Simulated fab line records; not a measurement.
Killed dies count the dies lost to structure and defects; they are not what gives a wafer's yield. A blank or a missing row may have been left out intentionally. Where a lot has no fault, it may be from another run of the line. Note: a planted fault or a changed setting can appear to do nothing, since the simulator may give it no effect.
fab line records	flow n5Finfet
[record] lots = 9	wafers = 26	lastDay = 16
route steps=1938 shown SD_EPI_P@304 SD_ACTIVATION@331 ILD0@344 BEOL_M4@1111 PASSIVATION@1936
lots with no fault: from the same line, run without faults
startH: hours from the record's opening day to when the first of the lot's shown wafers began	waitH: hours elapsed since this lot's preceding step	" identical to the entry in the row above	L1.1+2: a row that stands for several wafers	- no value, or no start was given	* or withheld: withheld	< > ~ a bound
route shown NAME@n: a module of which the file shows steps, and the number in the route of the first	usual: the fault-free wafers' mean and standard deviation	same: alike in all rows	chamber/n: place in a boat	sites: each site's reading	_std_site: standard deviation of those values	_edge_site: outer sites' mean less inner sites'	radiusMm: for every site, how far away it sits from the centre of the wafer	mask NAME#n: copy n	behind: the most recent tool/chamber to have shaped the wafer	hold: why the lot was held/for how many hours/how that ended	device: which transistor (n, p or np) failed to switch	end of line: the route-end tests of the same wafers	a step without rows: its recipe alone	killed: the dies lost at the first sort to structure and to defects; this is not the yield of the wafer	map: shows each die of a wafer: x if killed, . if not, _ if none is there
set.NAME: the setting that was run; set.NAME@STEP: the one run at that earlier step	model.NAME: the simulator's own value behind a step, which no gauge read
steps of the route over a sample of lots; a table a step, a row a wafer
services: from which hour (startH, from the record's first day; less than 0 if before it) a tool's chamber was out of use, for how many hours, and why
[[steps]]
[step N5_SD_EPI_P_OVL_MEAS_10]
[recipe] pointsPerWafer = 44
[usual] SD_P_BLK_OVL = 0.0/0.68
lot.wafer	tool	chamber	startH	waitH	SD_P_BLK_OVL[nm]
L564.2	overlay-02	0	53.58	0.0	-0.7
L564.3	"	0	"	"	0.3
L564.4	"	0	"	"	-0.4
L567.2	overlay-02	0	72.44	0.0	0.3
L567.4	"	0	"	"	-0.9
L567.5	"	0	"	"	0.0
L569.2	overlay-02	0	85.60	0.0	-0.3
L569.4	"	0	"	"	-0.4
L569.6	"	0	"	"	0.8
L570.5	overlay-01	0	92.54	0.0	-0.4
L570.6	"	0	"	"	-1.2
L574.3	overlay-02	0	116.41	0.0	0.9
L574.4	"	0	"	"	0.9
L574.6	"	0	"	"	0.1
L577.1	overlay-01	0	133.17	0.0	-0.4
L577.3	"	0	"	"	0.0
L577.6	"	0	"	"	0.0
L580.1	overlay-01	0	148.72	0.0	0.8
L580.2	"	0	"	"	0.2
L580.3	"	0	"	"	1.0
L582.4	overlay-01	0	159.85	0.0	-0.4
L582.5	"	0	"	"	0.3
L582.6	"	0	"	"	0.6
L584.3	overlay-01	0	176.26	0.0	-1.0
L584.4	"	0	"	"	-1.0
L584.6	"	0	"	"	-1.3
[step N5_SD_EPI_P_ETCH_16]
[recipe] chemistry = CHF3/O2	target = SiO2	targetDepthA = 50	maskMaterial = SOC	pressureMtorr = 30	sourceW = 650	biasW = 170	Ar_flow_sccm = 200	CHF3_flow_sccm = 50	O2_flow_sccm = 5	ionEnergyEv = 200
[usual] O2_flow_sccm = 5.001/0.015	drypumpMotorCurrentA = 5.60/0.27	oesProductAu = 0.79/0.074	rfVppV = 528/7.4	showerheadPlenumPTorr = 2.45/0.054	throttleValvePct = 18.85/0.21
lot.wafer	tool	chamber	startH	waitH	O2_flow_sccm	drypumpMotorCurrentA	oesProductAu	rfHoursCounterH	rfVppV	showerheadPlenumPTorr	throttleValvePct
L564.2	rieDiel-01	1	54.66	0.1	4.986	5.95	0.72	191	530	2.47	19.13
L564.3	"	0	"	"	4.994	6.08	0.67	229	518	2.45	19.08
L564.4	"	2	"	"	5.005	5.26	0.71	190	524	2.40	18.80
L567.2	rieDiel-06	3	73.11	0.1	4.994	5.26	0.90	37	517	2.36	18.81
L567.4	"	1	"	"	4.992	5.29	0.68	236	519	2.49	19.04
L567.5	"	0	"	"	4.961	5.86	0.75	-	523	2.52	18.94
L569.2	rieDiel-05	3	86.27	0.1	4.997	5.53	0.72	190	520	2.39	19.09
L569.4	"	1	"	"	5.005	5.28	0.84	60	537	2.42	18.48
L569.6	"	2	"	"	5.013	5.55	0.90	-	535	2.46	18.83
L570.5	rieDiel-05	0	93.38	0.0	5.002	6.03	0.77	-	529	2.53	18.83
L570.6	"	3	"	"	4.987	5.54	0.72	-	520	2.39	19.10
L574.3	rieDiel-05	3	117.23	0.1	4.989	5.56	0.71	198	519	2.39	19.11
L574.4	"	1	"	"	4.982	5.29	0.84	69	537	2.41	18.50
L574.6	"	3	"	"	5.005	5.54	0.71	-	521	2.39	19.11
L577.1	rieDiel-05	1	133.84	0.1	4.981	5.29	0.83	73	535	2.41	18.51
L577.3	"	2	"	"	5.017	5.56	0.88	38	534	2.46	18.83
L577.6	"	2	"	"	5.015	5.56	0.88	-	535	2.46	18.86
L580.1	rieDiel-05	0	149.39	0.1	4.993	5.96	0.76	158	529	2.53	18.85
L580.2	"	3	"	"	5.007	5.54	0.70	207	519	2.39	19.14
L580.3	"	1	"	"	5.011	5.30	0.82	77	537	2.41	18.53
L582.4	rieDiel-05	0	160.52	0.1	5.005	6.04	0.75	161	530	2.53	18.84
L582.5	"	1	"	"	5.012	5.28	0.83	-	536	2.41	18.49
L582.6	"	0	"	"	4.996	6.03	0.76	-	529	2.53	18.83
L584.3	rieDiel-05	2	177.23	0.1	5.023	5.57	0.85	50	534	2.45	18.87
L584.4	"	0	"	"	4.998	6.04	0.75	165	528	2.52	18.86
L584.6	"	2	"	"	5.016	5.55	0.86	-	535	2.45	18.86
[step N5_SD_ACTIVATION_LSA_01]
[recipe] tempC = 1080	timeS = 0.0008	ambient = N2
[usual] wafer_temp_C_max = 1085.2/1.3
lot.wafer	tool	chamber	startH	waitH	wafer_temp_C_max
L564.2	laserAnneal-01	0	58.16	0.2	1085.2
L564.3	"	0	"	"	1086.2
L564.4	"	0	"	"	1085.3
L567.2	laserAnneal-02	0	76.48	0.2	1083.3
L567.4	"	0	"	"	1082.7
L567.5	"	0	"	"	1083.6
L569.2	laserAnneal-02	0	89.89	0.2	1083.9
L569.4	"	0	"	"	1084.4
L569.6	"	0	"	"	1083.7
L570.5	laserAnneal-01	0	98.78	0.2	1086.6
L570.6	"	0	"	"	1086.3
L574.3	laserAnneal-01	0	120.63	0.2	1059.1
L574.4	"	0	"	"	1057.5
L574.6	"	0	"	"	1060.1
L577.1	laserAnneal-01	0	137.18	0.2	1058.8
L577.3	"	0	"	"	1061.9
L577.6	"	0	"	"	1058.8
L580.1	laserAnneal-02	0	152.73	0.2	1085.7
L580.2	"	0	"	"	1084.8
L580.3	"	0	"	"	1085.2
L582.4	laserAnneal-02	0	163.94	0.2	1085.1
L582.5	"	0	"	"	1086.0
L582.6	"	0	"	"	1085.7
L584.3	laserAnneal-02	0	181.46	0.2	1086.0
L584.4	"	0	"	"	1085.8
L584.6	"	0	"	"	1083.5
[step N5_SD_ACTIVATION_RS_MEAS_03]
[recipe] thkMeasGauge = four-point-probe
[usual] RS_SD_N = 21.82/0.25	RS_SD_P = 55.8/0.97
lot.wafer	tool	chamber	startH	waitH	RS_SD_N[ohm/sq]	RS_SD_P[ohm/sq]
L564.2	filmMetro-02	-	58.35	0.2	21.97	56.6
L564.3	"	-	"	"	21.68	57.0
L564.4	"	-	"	"	21.80	56.5
L567.2	filmMetro-01	-	76.68	0.2	21.78	56.1
L567.4	"	-	"	"	21.45	55.8
L567.5	"	-	"	"	21.91	55.8
L569.2	filmMetro-01	-	90.09	0.2	22.14	54.6
L569.4	"	-	"	"	22.04	55.9
L569.6	"	-	"	"	21.98	56.1
L570.5	filmMetro-01	-	98.94	0.1	21.86	53.6
L570.6	"	-	"	"	21.90	53.7
L574.3	filmMetro-01	-	120.81	0.2	24.77	54.7
L574.4	"	-	"	"	24.64	55.0
L574.6	"	-	"	"	24.65	54.9
L577.1	filmMetro-01	-	137.38	0.2	24.59	56.1
L577.3	"	-	"	"	25.05	55.9
L577.6	"	-	"	"	24.52	55.9
L580.1	filmMetro-02	-	152.93	0.2	22.06	54.5
L580.2	"	-	"	"	22.01	55.2
L580.3	"	-	"	"	21.89	55.2
L582.4	filmMetro-01	-	164.11	0.1	22.03	56.6
L582.5	"	-	"	"	22.08	55.8
L582.6	"	-	"	"	22.06	56.2
L584.3	filmMetro-02	-	181.64	0.2	22.03	56.5
L584.4	"	-	"	"	22.01	56.2
L584.6	"	-	"	"	21.99	56.0
[step N5_ILD0_CMP_12]
[recipe] stopOn = poly-Si	material = SiNx	tOverpolishS = 6	postCmpClean = alkalineBrush	downForcePsi = 2.5	platenRpm = 51.8	padVelocityMS = 1.0307	targetThkNm = 17.67
[usual] motorCurrentA = 8.9/1.1	overpolishRunS = 6.001/0.0095	timeToEndpointS = 27.6/2.2
lot.wafer	tool	chamber	startH	waitH	motorCurrentA	overpolishRunS	timeToEndpointS
L564.4	cmp-03	2	64.61	1.1	9.3	5.996	27.5
L564.3	"	0	"	"	7.4	6.003	30.5
L564.2	"	1	"	"	10.3	6.004	24.8
L567.2	cmp-04	3	82.97	1.2	8.9	6.007	29.0
L567.4	"	0	"	"	9.4	6.005	29.4
L567.5	"	3	"	"	9.2	5.998	32.0
L569.2	cmp-01	1	96.41	1.1	7.7	6.005	28.3
L569.4	"	3	"	"	10.2	6.005	26.9
L569.6	"	1	"	"	8.0	5.980	29.0
L570.6	cmp-03	1	105.34	0.2	10.7	6.003	24.6
L570.5	"	2	"	"	9.8	6.011	25.6
L574.4	cmp-04	0	127.25	1.1	9.9	5.996	25.8
L574.3	"	1	"	"	8.9	6.008	24.9
L574.6	"	1	"	"	9.2	5.996	25.3
L577.3	cmp-04	1	144.01	1.2	8.8	5.992	28.4
L577.1	"	2	"	"	7.9	6.013	27.5
L577.6	"	3	"	"	8.7	5.990	27.2
L580.2	cmp-01	1	159.20	1.1	8.0	6.028	24.0
L580.3	"	2	"	"	8.0	6.020	27.1
L580.1	"	3	"	"	9.6	5.993	25.3
L582.4	cmp-03	1	170.48	1.2	11.1	6.009	25.0
L582.5	"	2	"	"	9.5	6.014	27.0
L582.6	"	3	"	"	8.1	6.015	29.5
L584.3	cmp-01	2	188.66	1.1	8.2	5.996	28.5
L584.4	"	1	"	"	7.6	5.989	27.8
L584.6	"	2	"	"	7.8	5.997	26.9
[step N5_BEOL_M4_RC_MEAS_101]
[usual] DIBL_N = 35.8/1.5	DIBL_P = 35.9/1.8	IOFF_N = 0.152/0.025	IOFF_P = 0.21/0.031	ION_N = 672/11	ION_P = 462/7.4	RC_DENSE_N = 19.1/0.41	RC_N = 15.5/0.32	REXT_N = 75.1/1.5	RS_SD_N = 28.3/0.36	SS_N = 71.5/0.52	SS_P = 73.2/0.54	VT_N = 250/3	VT_P = -250/3.3
lot.wafer	tool	chamber	startH	waitH	DIBL_N[mV/V]	DIBL_P[mV/V]	IOFF_N[nA/um]	IOFF_P[nA/um]	ION_N[uA/um]	ION_P[uA/um]	RC_DENSE_N[ohm.um]	RC_N[ohm.um]	REXT_N[ohm.um]	RS_SD_N[ohm/sq]	SS_N[mV/dec]	SS_P[mV/dec]	VT_N[mV]	VT_P[mV]
L564.2	prober-02	0	172.02	0.2	37.7	37.6	0.168	0.25	681	470	18.9	15.3	74.1	28.2	71.9	73.4	250	-247
L564.3	"	0	"	"	35.8	35.2	0.146	0.20	669	463	19.3	15.7	74.6	28.0	71.5	73.2	250	-248
L564.4	"	0	"	"	35.6	36.1	0.145	0.22	672	472	18.8	15.4	74.4	28.1	71.4	72.5	251	-248
L567.2	prober-01	0	178.69	0.2	34.4	31.2	0.096	0.13	655	449	19.1	15.4	75.2	28.5	70.5	72.3	261	-260
L567.4	"	0	"	"	37.0	34.5	0.137	0.18	672	458	18.6	15.2	74.8	27.4	71.1	73.2	253	-254
L567.5	"	0	"	"	36.8	34.3	0.137	0.18	669	458	18.8	15.3	75.3	28.2	71.2	73.1	251	-255
L569.2	prober-02	0	202.37	0.2	36.1	34.1	0.143	0.20	678	465	19.1	15.6	72.5	28.9	71.3	73.3	251	-249
L569.4	"	0	"	"	36.7	34.2	0.153	0.20	659	449	18.9	15.5	72.2	28.4	71.6	73.1	249	-247
L569.6	"	0	"	"	36.1	35.3	0.155	0.22	664	461	19.0	15.5	72.6	28.1	70.4	73.9	248	-247
L570.5	prober-02	0	219.01	0.6	36.8	38.6	0.155	0.19	678	459	18.6	15.1	75.8	28.5	71.0	73.4	252	-252
L570.6	"	0	"	"	37.5	38.5	0.170	0.20	676	463	19.2	15.5	74.9	28.2	70.9	73.9	251	-254
L574.3	prober-01	0	239.52	0.3	37.7	35.5	0.146	0.21	663	458	20.9	17.2	81.2	31.4	71.2	73.0	250	-247
L574.4	"	0	"	"	37.5	35.0	0.148	0.21	660	459	21.3	17.2	80.1	31.2	72.0	72.7	254	-249
L574.6	"	0	"	"	37.7	34.9	0.146	0.20	656	450	21.5	17.7	80.6	31.6	72.1	73.3	255	-250
L577.1	prober-02	0	244.23	0.0	33.8	33.1	0.116	0.17	653	460	21.1	17.0	81.3	31.6	71.0	73.0	251	-252
L577.3	"	0	"	"	33.6	33.3	0.120	0.18	649	455	22.0	17.9	81.3	31.7	70.4	72.8	252	-252
L577.6	"	0	"	"	34.5	34.0	0.124	0.18	659	454	21.2	17.2	81.0	31.4	71.6	73.1	253	-252
L580.1	prober-01	0	263.71	0.0	37.7	38.6	0.218	0.29	700	484	19.1	15.4	76.5	28.5	72.0	74.3	244	-243
L580.2	"	0	"	"	36.0	35.8	0.172	0.23	676	465	18.8	15.4	75.8	28.9	71.6	72.8	245	-248
L580.3	"	0	"	"	36.5	38.0	0.196	0.28	706	489	19.0	15.5	76.6	28.1	72.4	73.7	245	-243
L582.4	prober-02	0	271.90	0.5	35.5	37.1	0.182	0.24	682	460	19.0	15.4	73.2	28.7	71.9	73.3	247	-247
L582.5	"	0	"	"	34.3	37.2	0.175	0.24	694	471	19.0	15.2	73.6	28.6	71.1	72.5	245	-250
L582.6	"	0	"	"	34.1	36.0	0.154	0.21	675	460	19.1	15.6	74.3	28.5	71.2	72.7	250	-248
L584.3	prober-01	0	289.49	0.3	34.0	34.4	0.141	0.21	664	463	19.6	15.8	75.0	28.5	72.0	73.1	252	-247
L584.4	"	0	"	"	33.5	34.2	0.127	0.20	648	457	18.4	15.1	74.7	28.9	70.8	72.4	253	-247
L584.6	"	0	"	"	34.8	36.0	0.159	0.24	689	473	19.7	16.1	74.8	28.5	71.4	73.4	249	-246
[step N5_PASSIVATION_PROBE_49]
[usual] defectLimitedYield = 91.7/1.7	killed_at_M0_to_M3 = 34/10	killed_at_M4_up = 13/5.1	killedAtContacts = 12/6.2	killedAtFrontEnd = 36/12	killedAtOther = 3.2/2.6	killedDies = 98/20	killedOpen = 65/13	killedShort = 32/8.4	sort_bin_5_function = 4.8/1.1	sort_bin_6_memory = 3.2/0.74	sortNPass = 1082/20	sortYieldPct = 91.7/1.7
[same] grossDies = 1180	killedAtBackSide = 0	sort_bin_4_leakage[%] = 0	sort_bin_8_speed[%] = 0
lot.wafer	tool	chamber	startH	waitH	defectLimitedYield[%]	killed_at_M0_to_M3	killed_at_M4_up	killedAtContacts	killedAtFrontEnd	killedAtOther	killedDies	killedOpen	killedShort	sort_bin_5_function[%]	sort_bin_6_memory[%]	sortNPass	sortYieldPct[%]
L564.2	prober-01	-	273.70	0.1	92.1	38	8	15	32	0	93	62	30	4.6	2.9	1087	92.1
L564.3	prober-01	-	273.75	0.1	91.3	58	12	8	24	1	103	65	38	5.1	3.0	1077	91.3
L564.4	prober-01	-	273.80	0.2	93.0	34	11	9	27	2	83	61	19	4.9	1.9	1097	93.0
L567.2	prober-02	-	280.86	0.1	90.9	52	9	26	15	5	107	76	31	5.2	3.7	1073	90.9
L567.4	prober-02	-	280.96	0.2	92.9	26	17	12	23	6	84	54	29	4.0	2.8	1096	92.9
L567.5	prober-02	-	281.01	0.2	93.0	37	7	16	19	4	83	50	33	3.8	3.1	1097	93.0
L569.2	prober-01	-	308.77	0.1	93.2	37	17	7	17	2	80	57	21	3.6	2.9	1100	93.2
L569.4	prober-01	-	308.87	0.2	91.6	43	17	9	30	0	99	69	29	5.8	2.4	1081	91.6
L569.6	prober-01	-	308.97	0.3	91.5	43	17	11	29	0	100	64	34	5.3	2.8	1080	91.5
L570.5	prober-02	-	327.34	0.2	93.1	22	13	3	41	2	81	45	27	3.5	2.3	1099	93.1
L570.6	prober-02	-	327.39	0.3	93.4	16	8	14	38	2	78	56	22	3.6	2.8	1102	93.4
L574.3	prober-02	-	345.24	0.1	90.7	36	12	20	38	4	110	78	23	5.3	3.1	1070	90.7
L574.4	prober-02	-	345.29	0.2	90.3	41	18	14	36	5	114	74	40	5.8	3.6	1066	90.3
L574.6	prober-02	-	345.39	0.3	88.6	49	14	30	37	4	134	90	44	6.9	4.1	1046	88.6
L577.1	prober-01	-	350.89	0.0	93.4	29	11	14	23	1	78	54	22	4.0	2.5	1102	93.4
L577.3	prober-01	-	350.99	0.1	93.5	28	7	7	33	2	77	54	22	3.9	2.5	1103	93.5
L577.6	prober-01	-	351.14	0.3	91.9	32	15	13	34	1	95	69	25	5.1	2.8	1085	91.9
L580.1	prober-02	-	368.40	0.0	91.5	40	14	7	39	0	100	67	32	4.6	3.5	1080	91.5
L580.2	prober-02	-	368.45	0.1	90.9	43	17	8	39	0	107	65	40	4.7	3.9	1073	90.9
L580.3	prober-02	-	368.50	0.1	88.5	62	10	19	41	4	136	92	44	7.3	3.8	1044	88.5
L582.4	prober-02	-	376.64	0.2	88.6	50	10	20	50	4	134	92	36	6.9	3.7	1046	88.6
L582.5	prober-02	-	376.69	0.2	88.6	47	9	17	58	4	135	89	46	6.9	4.3	1045	88.6
L582.6	prober-02	-	376.74	0.3	88.9	65	9	6	45	6	131	89	40	7.3	3.5	1049	88.9
L584.3	prober-02	-	392.07	0.1	93.1	22	12	11	35	2	82	57	23	4.6	2.2	1098	93.1
L584.4	prober-02	-	392.12	0.2	92.9	30	12	5	31	6	84	51	31	4.2	2.7	1096	92.9
L584.6	prober-02	-	392.22	0.3	89.2	41	22	18	39	8	128	74	51	5.7	4.1	1052	89.2
// killed by level:class
L564.2 BEOL_M0_SAQP:geometricParticle:short=13 MOL_CONTACT_COAG:geometricParticle:open=12 FIN_SAQP:geometricParticle:open=9 BEOL_M0_SAQP:geometricParticle:open=8 BEOL_M1:geometricParticle:open=6 FIN_SAQP:geometricParticle:short=5 STI_FIN_REVEAL:geometricParticle:open=4 BEOL_M2:geometricParticle:open=4
L564.3 BEOL_M0_SAQP:geometricParticle:short=18 BEOL_M0_SAQP:geometricParticle:open=12 BEOL_M1:geometricParticle:open=10 BEOL_M2:geometricParticle:open=9 MOL_CONTACT_COAG:geometricParticle:open=6 BEOL_M4:geometricParticle:open=6 FIN_SAQP:geometricParticle:short=5 FIN_SAQP:geometricParticle:open=4
L564.4 BEOL_M1:geometricParticle:open=12 MOL_CONTACT_COAG:geometricParticle:open=9 BEOL_M3:geometricParticle:open=6 STI_FIN_REVEAL:geometricParticle:open=5 GATE_CUT:geometricParticle:open=5 BEOL_M0_SAQP:geometricParticle:short=4 BEOL_M2:geometricParticle:open=4 DUMMY_GATE:geometricParticle:open=3
L567.2 MOL_CONTACT_COAG:geometricParticle:open=23 BEOL_M0_SAQP:geometricParticle:open=16 BEOL_M0_SAQP:geometricParticle:short=9 BEOL_M1:geometricParticle:open=8 BEOL_M3:geometricParticle:open=6 BEOL_M2:geometricParticle:open=5 STARTING-WAFER:geometricParticle:short=5 BEOL_M1:geometricParticle:short=4
L567.4 MOL_CONTACT_COAG:geometricParticle:open=10 DUMMY_GATE:geometricParticle:open=7 BEOL_M0_SAQP:geometricParticle:open=7 BEOL_M4:geometricParticle:open=6 FIN_SAQP:geometricParticle:short=5 BEOL_M0_SAQP:geometricParticle:short=5 BEOL_M5:geometricParticle:open=5 BEOL_M1:geometricParticle:open=4
L567.5 MOL_CONTACT_COAG:geometricParticle:open=12 BEOL_M0_SAQP:geometricParticle:short=10 BEOL_M0_SAQP:geometricParticle:open=10 FIN_SAQP:geometricParticle:short=6 BEOL_M2:geometricParticle:open=5 STI_FIN_REVEAL:geometricParticle:open=4 GATE_CUT:geometricParticle:short=4 MOL_CONTACT_COAG:geometricParticle:short=4
L569.2 BEOL_M2:geometricParticle:open=11 DUMMY_GATE:geometricParticle:open=7 MOL_CONTACT_COAG:geometricParticle:open=7 BEOL_M0_SAQP:geometricParticle:short=7 BEOL_M1:geometricParticle:open=6 BEOL_M0:geometricParticle:open=5 STI_FIN_REVEAL:geometricParticle:open=4 BEOL_M4:geometricParticle:open=4
L569.4 BEOL_M4:geometricParticle:open=10 BEOL_M0_SAQP:geometricParticle:open=8 MOL_CONTACT_COAG:geometricParticle:open=8 BEOL_M0_SAQP:geometricParticle:short=7 FIN_SAQP:geometricParticle:open=6 BEOL_M2:geometricParticle:open=6 BEOL_M3:geometricParticle:open=6 BEOL_M0:geometricParticle:open=5
L569.6 BEOL_M2:geometricParticle:open=15 MOL_CONTACT_COAG:geometricParticle:open=11 BEOL_M0_SAQP:geometricParticle:short=8 FIN_SAQP:geometricParticle:short=7 BEOL_M3:geometricParticle:open=7 GATE_CUT:geometricParticle:open=5 BEOL_M4:geometricParticle:short=5 BEOL_M0_SAQP:geometricParticle:open=4
L570.5 FIN_SAQP:geometricParticle:open=10 HKMG_FIN:areaEtch=9 FIN_SAQP:geometricParticle:short=8 BEOL_M3:geometricParticle:open=7 STI_FIN_REVEAL:geometricParticle:open=6 BEOL_M0_SAQP:geometricParticle:short=4 MOL_CONTACT_COAG:geometricParticle:open=3 BEOL_M0:geometricParticle:open=3
L570.6 MOL_CONTACT_COAG:geometricParticle:open=12 STI_FIN_REVEAL:geometricParticle:open=9 FIN_SAQP:geometricParticle:short=7 BEOL_M3:geometricParticle:open=6 FIN_SAQP:geometricParticle:open=5 STARTING-WAFER:geometricParticle:open=5 BEOL_M1:geometricParticle:open=4 BEOL_M2:geometricParticle:open=3
L574.3 MOL_CONTACT_COAG:geometricParticle:open=16 BEOL_M3:geometricParticle:open=15 HKMG_FIN:areaEtch=8 STI_FIN_REVEAL:geometricParticle:open=6 GATE_CUT:geometricParticle:short=6 BEOL_M0_SAQP:geometricParticle:open=6 DUMMY_GATE:geometricParticle:open=5 BEOL_M0_SAQP:geometricParticle:short=5
L574.4 FIN_SAQP:geometricParticle:open=12 BEOL_M3:geometricParticle:open=10 BEOL_M0_SAQP:geometricParticle:short=9 MOL_CONTACT_COAG:geometricParticle:open=8 BEOL_M4:geometricParticle:open=8 FIN_SAQP:geometricParticle:short=7 BEOL_M2:geometricParticle:open=7 STI_FIN_REVEAL:geometricParticle:open=6
L574.6 MOL_CONTACT_COAG:geometricParticle:open=26 BEOL_M2:geometricParticle:open=12 FIN_SAQP:geometricParticle:short=11 BEOL_M0_SAQP:geometricParticle:open=9 STI_FIN_REVEAL:geometricParticle:open=7 BEOL_M0_SAQP:geometricParticle:short=7 BEOL_M3:geometricParticle:open=7 FIN_SAQP:geometricParticle:open=6
L577.1 MOL_CONTACT_COAG:geometricParticle:open=14 FIN_SAQP:geometricParticle:short=5 BEOL_M1:geometricParticle:open=5 BEOL_M2:geometricParticle:open=5 STARTING-WAFER:geometricParticle:short=4 BEOL_M0_SAQP:geometricParticle:open=4 BEOL_M0_SAQP:geometricParticle:short=4 BEOL_M3:geometricParticle:open=4
L577.3 FIN_SAQP:geometricParticle:open=10 MOL_CONTACT_COAG:geometricParticle:open=7 BEOL_M2:geometricParticle:open=7 FIN_SAQP:geometricParticle:short=5 STI_FIN_REVEAL:geometricParticle:open=4 BEOL_M0_SAQP:geometricParticle:open=4 BEOL_M0_SAQP:geometricParticle:short=4 BEOL_M1:geometricParticle:open=4
L577.6 MOL_CONTACT_COAG:geometricParticle:open=11 BEOL_M0_SAQP:geometricParticle:open=11 FIN_SAQP:geometricParticle:short=8 BEOL_M2:geometricParticle:open=8 BEOL_M4:geometricParticle:open=7 FIN_SAQP:geometricParticle:open=4 STI_FIN_REVEAL:geometricParticle:open=4 DUMMY_GATE:geometricParticle:open=4
L580.1 BEOL_M0_SAQP:geometricParticle:open=18 FIN_SAQP:geometricParticle:open=10 BEOL_M3:geometricParticle:open=9 MOL_CONTACT_COAG:geometricParticle:open=7 BEOL_M4:geometricParticle:open=6 FIN_SAQP:geometricParticle:short=5 STI_FIN_REVEAL:geometricParticle:open=5 DUMMY_GATE:geometricParticle:short=5
L580.2 STI_FIN_REVEAL:geometricParticle:open=16 BEOL_M0_SAQP:geometricParticle:short=12 BEOL_M4:geometricParticle:open=11 FIN_SAQP:geometricParticle:short=10 BEOL_M0_SAQP:geometricParticle:open=8 BEOL_M1:geometricParticle:open=7 MOL_CONTACT_COAG:geometricParticle:open=6 BEOL_M3:geometricParticle:open=6
L580.3 BEOL_M0_SAQP:geometricParticle:open=17 BEOL_M0_SAQP:geometricParticle:short=15 MOL_CONTACT_COAG:geometricParticle:open=15 BEOL_M3:geometricParticle:open=14 STI_FIN_REVEAL:geometricParticle:open=13 FIN_SAQP:geometricParticle:open=7 FIN_SAQP:geometricParticle:short=6 GATE_CUT:geometricParticle:short=6
L582.4 MOL_CONTACT_COAG:geometricParticle:open=19 FIN_SAQP:geometricParticle:open=16 BEOL_M1:geometricParticle:open=11 BEOL_M2:geometricParticle:open=11 FIN_SAQP:geometricParticle:short=9 BEOL_M0_SAQP:geometricParticle:short=8 BEOL_M0_SAQP:geometricParticle:open=8 BEOL_M1:geometricParticle:short=7
L582.5 FIN_SAQP:geometricParticle:open=17 BEOL_M0_SAQP:geometricParticle:open=15 FIN_SAQP:geometricParticle:short=11 MOL_CONTACT_COAG:geometricParticle:open=11 STI_FIN_REVEAL:geometricParticle:open=8 BEOL_M0_SAQP:geometricParticle:short=7 BEOL_M3:geometricParticle:open=7 MOL_CONTACT_COAG:geometricParticle:short=6
L582.6 BEOL_M2:geometricParticle:open=15 BEOL_M0_SAQP:geometricParticle:short=12 BEOL_M3:geometricParticle:open=11 BEOL_M1:geometricParticle:open=10 GATE_CUT:geometricParticle:short=9 BEOL_M0_SAQP:geometricParticle:open=9 FIN_SAQP:geometricParticle:open=7 STI_FIN_REVEAL:geometricParticle:open=7
L584.3 MOL_CONTACT_COAG:geometricParticle:open=9 DUMMY_GATE:geometricParticle:open=7 BEOL_M0_SAQP:geometricParticle:open=7 STARTING-WAFER:geometricParticle:short=6 FIN_SAQP:geometricParticle:open=5 FIN_SAQP:geometricParticle:short=4 BEOL_M1:geometricParticle:open=4 BEOL_M3:geometricParticle:open=4
L584.4 STI_FIN_REVEAL:geometricParticle:open=8 FIN_SAQP:geometricParticle:open=6 BEOL_M0_SAQP:geometricParticle:open=6 BEOL_M0_SAQP:geometricParticle:short=5 BEOL_M1:geometricParticle:open=5 BEOL_M4:geometricParticle:short=4 BEOL_M4:geometricParticle:open=4 PASS1_CAP:geometricParticle:open=4
L584.6 MOL_CONTACT_COAG:geometricParticle:open=11 BEOL_M0_SAQP:geometricParticle:short=10 BEOL_M4:geometricParticle:open=10 MOL_CONTACT_COAG:geometricParticle:short=7 BEOL_M3:geometricParticle:open=7 BEOL_M4:geometricParticle:short=7 BEOL_M1:geometricParticle:open=6 BEOL_M2:geometricParticle:open=6
[[services]]
tool	chamber	startH	hours	kind
rieDiel-01	0	35.29	4.0	repair
cmp-01	-	48.73	5.0	pm
laserAnneal-01	-	65.29	29.1	repair
cmp-04	-	69.92	2.6	repair
rieDiel-05	1	73.51	5.2	repair
cmp-04	-	83.76	4.7	repair
cmp-03	-	85.91	4.0	pm
cmp-04	-	93.41	7.4	repair
laserAnneal-01	-	94.43	2.0	pm
cmp-04	-	121.33	0.2	repair
laserAnneal-01	-	124.36	7.7	pm
rieDiel-01	0	126.57	-	clean
rieDiel-01	0	126.57	-	consumableReplace:focusRing
rieDiel-01	0	126.57	18.5	scheduledDown
rieDiel-01	0	126.57	18.5	ventCycle
rieDiel-06	1	130.63	9.8	repair
cmp-03	-	138.26	2.5	repair
rieDiel-06	1	140.64	-	clean
rieDiel-06	2	149.71	12.8	repair
rieDiel-01	3	157.99	1.5	repair
laserAnneal-02	-	167.12	1.9	pm
cmp-03	-	176.83	0.3	repair
rieDiel-06	1	177.25	22.2	repair
cmp-03	-	177.29	0.4	repair
[[key]]
[firstSign] step = N5_SD_ACTIVATION_LSA_01	reading = wafer_temp_C_max	direction = down	sigmas = 20	usual = *	struck = *
[effect] step = N5_SD_ACTIVATION_RS_MEAS_03	reading = RS_SD_N	direction = up	sigmas = 11	usual = 21.82	struck = 24.70
[effect] step = N5_BEOL_M4_RC_MEAS_101	reading = RS_SD_N	direction = up	sigmas = 8.9	usual = 28.3	struck = 31.5
[effect] step = N5_BEOL_M4_RC_MEAS_101	reading = RC_N	direction = up	sigmas = 5.8	usual = 15.5	struck = 17.4
[effect] step = N5_BEOL_M4_RC_MEAS_101	reading = RC_DENSE_N	direction = up	sigmas = 5.6	usual = 19.1	struck = 21.4
[effect] step = N5_BEOL_M4_RC_MEAS_101	reading = REXT_N	direction = up	sigmas = 3.9	usual = 75.1	struck = 80.9
metAt N5_SD_ACTIVATION_LSA_01
struckLots L574,L577
notActingAt N5_SD_EPI_P_OVL_MEAS_10,N5_SD_EPI_P_ETCH_16,N5_ILD0_CMP_12
onsetBetween 98.78 120.63
[fault] kind = processParameterDrift	tool = laserAnneal-01	chamber = -	onsetH = 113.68	steps = N5_SD_ACTIVATION_LSA_01	channel = tempC	offset = *	shape = step	endH = 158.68	stated = *
